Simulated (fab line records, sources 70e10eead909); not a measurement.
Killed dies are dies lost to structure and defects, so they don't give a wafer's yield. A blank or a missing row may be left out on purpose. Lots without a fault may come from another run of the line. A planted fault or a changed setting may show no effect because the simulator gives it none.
Which tool did it? | flow nand_harc | 10 lots, 30 wafers sampled, at 2 steps of a route of 1302

WHAT THE GAUGES READ, wafer by wafer
NHARC_P_ZERO_WELL_CD_MEAS_52: target cd 2000 nm.
lot  | measured     | on        | cd_nm (nm)
L170 | day 2 01:37  | cd_sem-02 | 1998.8 2000.5 2002.3
L171 | day 2 11:29  | cd_sem-03 | 2004.4 2003.4 2003.7
L174 | day 3 17:51  | cd_sem-02 | 2002.0 1999.6 2001.8
L175 | day 4 05:48  | cd_sem-01 | 1999.5 2001.6 1999.9
L176 | day 4 13:52  | cd_sem-03 | 1998.2 2000.8 2001.8
L178 | day 5 09:58  | cd_sem-03 | 2003.2 2002.3 2004.5
L181 | day 6 15:58  | cd_sem-01 | 2002.9 2004.4 1999.4
L191 | day 10 19:59 | cd_sem-01 | 2003.2 2003.3 2001.7
L192 | day 11 05:57 | cd_sem-02 | 1995.1 2002.1 1996.7
L193 | day 11 15:52 | cd_sem-03 | 2004.2 2007.7 2002.5

WHICH TOOL RAN EACH LOT (tool, then ch and the chambers of the sampled wafers, then the start)
lot  | NHARC_P_ZERO_WELL_ETCH_65
L170 | rie_diel-03 ch 0,3, day 1 21:22
L171 | rie_diel-03 ch 0,3, day 2 07:22
L174 | rie_diel-01 ch 0,1, day 3 13:34
L175 | rie_diel-01 ch 0,3, day 4 01:22
L176 | rie_diel-13 ch 1,3, day 4 09:31
L178 | rie_diel-01 ch 1,3, day 5 05:34
L181 | rie_diel-13 ch 2,3, day 6 11:34
L191 | rie_diel-01 ch 1,2,3, day 10 15:31
L192 | rie_diel-13 ch 1,3, day 11 01:47
L193 | rie_diel-01 ch 1,2,3, day 11 11:29
- NHARC_P_ZERO_WELL_ETCH_65: etches the open film in N2/H2, target depth 80 nm, overetch 24 nm, time 87.88 s.

THE ANSWER, worked out from the rows above alone
Rule: what is usual is taken from the lots themselves. Put in order of their means at a reading, lots are off if they are a third of the lots or fewer, leave a main group of 4 or more, and stand apart from it by a gap of 3 or more times the standard deviation of the main group's means; of several such gaps the widest counts. A main group whose means are all the same, to the digits that the tables above print for the reading, isn't used. A lot without any number at a reading at which 4 lots or more have one is off too. The other lots that the step has rows for count as sound.
No lot is off at any reading shown: from this, nothing can be told.

WHAT THE SIMULATOR HAD PUT IN
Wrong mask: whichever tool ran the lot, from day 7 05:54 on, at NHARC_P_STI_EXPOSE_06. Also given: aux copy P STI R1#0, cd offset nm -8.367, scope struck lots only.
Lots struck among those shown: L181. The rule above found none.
